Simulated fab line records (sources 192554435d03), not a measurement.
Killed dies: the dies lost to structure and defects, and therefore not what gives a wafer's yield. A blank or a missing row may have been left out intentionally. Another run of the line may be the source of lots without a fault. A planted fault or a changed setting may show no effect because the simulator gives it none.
Chamber matching / flow n5-finfet / rie-diel-04 running N5_BEOL_M3_VIA_ETCH_34: 4 sister chambers
The step etches the open film in C4F6/O2, target depth 69.4 nm, time 65.9 s. 16 wafers are shown with their chamber, then 8 later ones without.

== WAFERS PAIRED WITH THEIR CHAMBERS ==
wafer=L074.2; chamber=1; drypump-motor-current-A (A)=6.3; rf-vpp-V (V)=663; showerhead-plenum-p-Torr (Torr)=2.99
wafer=L074.5; chamber=2; drypump-motor-current-A (A)=6.3; rf-vpp-V (V)=672; showerhead-plenum-p-Torr (Torr)=2.91
wafer=L074.6; chamber=3; drypump-motor-current-A (A)=5.3; rf-vpp-V (V)=664; showerhead-plenum-p-Torr (Torr)=2.94
wafer=L076.1; chamber=2; drypump-motor-current-A (A)=6.4; rf-vpp-V (V)=672; showerhead-plenum-p-Torr (Torr)=2.91
wafer=L076.2; chamber=3; drypump-motor-current-A (A)=5.3; rf-vpp-V (V)=662; showerhead-plenum-p-Torr (Torr)=2.94
wafer=L076.5; chamber=0; drypump-motor-current-A (A)=6.1; rf-vpp-V (V)=683; showerhead-plenum-p-Torr (Torr)=2.87
wafer=L078.1; chamber=0; drypump-motor-current-A (A)=6.1; rf-vpp-V (V)=682; showerhead-plenum-p-Torr (Torr)=2.87
wafer=L078.4; chamber=1; drypump-motor-current-A (A)=6.3; rf-vpp-V (V)=663; showerhead-plenum-p-Torr (Torr)=2.99
wafer=L078.6; chamber=3; drypump-motor-current-A (A)=5.3; rf-vpp-V (V)=664; showerhead-plenum-p-Torr (Torr)=2.94
wafer=L080.1; chamber=3; drypump-motor-current-A (A)=5.3; rf-vpp-V (V)=662; showerhead-plenum-p-Torr (Torr)=2.94
wafer=L080.3; chamber=1; drypump-motor-current-A (A)=6.3; rf-vpp-V (V)=664; showerhead-plenum-p-Torr (Torr)=2.99
wafer=L080.4; chamber=0; drypump-motor-current-A (A)=6.1; rf-vpp-V (V)=684; showerhead-plenum-p-Torr (Torr)=2.87
wafer=L079.2; chamber=3; drypump-motor-current-A (A)=5.4; rf-vpp-V (V)=664; showerhead-plenum-p-Torr (Torr)=2.93
wafer=L079.3; chamber=0; drypump-motor-current-A (A)=6.1; rf-vpp-V (V)=683; showerhead-plenum-p-Torr (Torr)=2.86
wafer=L079.4; chamber=2; drypump-motor-current-A (A)=6.4; rf-vpp-V (V)=670; showerhead-plenum-p-Torr (Torr)=2.90
wafer=L083.1; chamber=1; drypump-motor-current-A (A)=6.3; rf-vpp-V (V)=663; showerhead-plenum-p-Torr (Torr)=2.98

SIGNATURES, as means of the wafers listed above
reading=drypump-motor-current-A; chamber 0=6.100; chamber 1=6.300; chamber 2=6.367; chamber 3=5.320; scatter within a chamber=0.035
reading=rf-vpp-V; chamber 0=683.00; chamber 1=663.25; chamber 2=671.33; chamber 3=663.20; scatter within a chamber=0.923
reading=showerhead-plenum-p-Torr; chamber 0=2.8675; chamber 1=2.9875; chamber 2=2.9067; chamber 3=2.9380; scatter within a chamber=0.00497
Rule: a wafer lies at a distance from a chamber equal to the root of the sum of squares, over the readings, of (its reading less the chamber's mean, divided by the reading's scatter). If the next closest chamber is less than 2 further off than the closest, the wafer can't be placed; otherwise it belongs to the closest. The scatter: the root of (the sum of the squares of (reading less its chamber's mean) over the shown wafers, divided by (wafers less chambers)).

== WAFERS WITHOUT THEIR CHAMBER ==
wafer=L083.3; drypump-motor-current-A (A)=5.3; rf-vpp-V (V)=664; showerhead-plenum-p-Torr (Torr)=2.93
wafer=L083.4; drypump-motor-current-A (A)=6.4; rf-vpp-V (V)=670; showerhead-plenum-p-Torr (Torr)=2.90
wafer=L088.1; drypump-motor-current-A (A)=6.4; rf-vpp-V (V)=670; showerhead-plenum-p-Torr (Torr)=2.90
wafer=L088.3; drypump-motor-current-A (A)=6.1; rf-vpp-V (V)=682; showerhead-plenum-p-Torr (Torr)=2.86
wafer=L088.6; drypump-motor-current-A (A)=6.4; rf-vpp-V (V)=670; showerhead-plenum-p-Torr (Torr)=2.90
wafer=L096.2; drypump-motor-current-A (A)=6.3; rf-vpp-V (V)=666; showerhead-plenum-p-Torr (Torr)=2.97
wafer=L096.4; drypump-motor-current-A (A)=6.5; rf-vpp-V (V)=671; showerhead-plenum-p-Torr (Torr)=2.89
wafer=L096.6; drypump-motor-current-A (A)=6.5; rf-vpp-V (V)=671; showerhead-plenum-p-Torr (Torr)=2.89

== CHAMBER TAKEN BY EACH ==
wafer=L083.3; from the rows above=3; in truth=3
wafer=L083.4; from the rows above=2; in truth=2
wafer=L088.1; from the rows above=2; in truth=2
wafer=L088.3; from the rows above=0; in truth=0
wafer=L088.6; from the rows above=2; in truth=2
wafer=L096.2; from the rows above=1; in truth=1
wafer=L096.4; from the rows above=2; in truth=2
wafer=L096.6; from the rows above=2; in truth=2
Placed correctly: 8 of 8. Not placeable from these rows: 0. Number placed wrongly: 0.
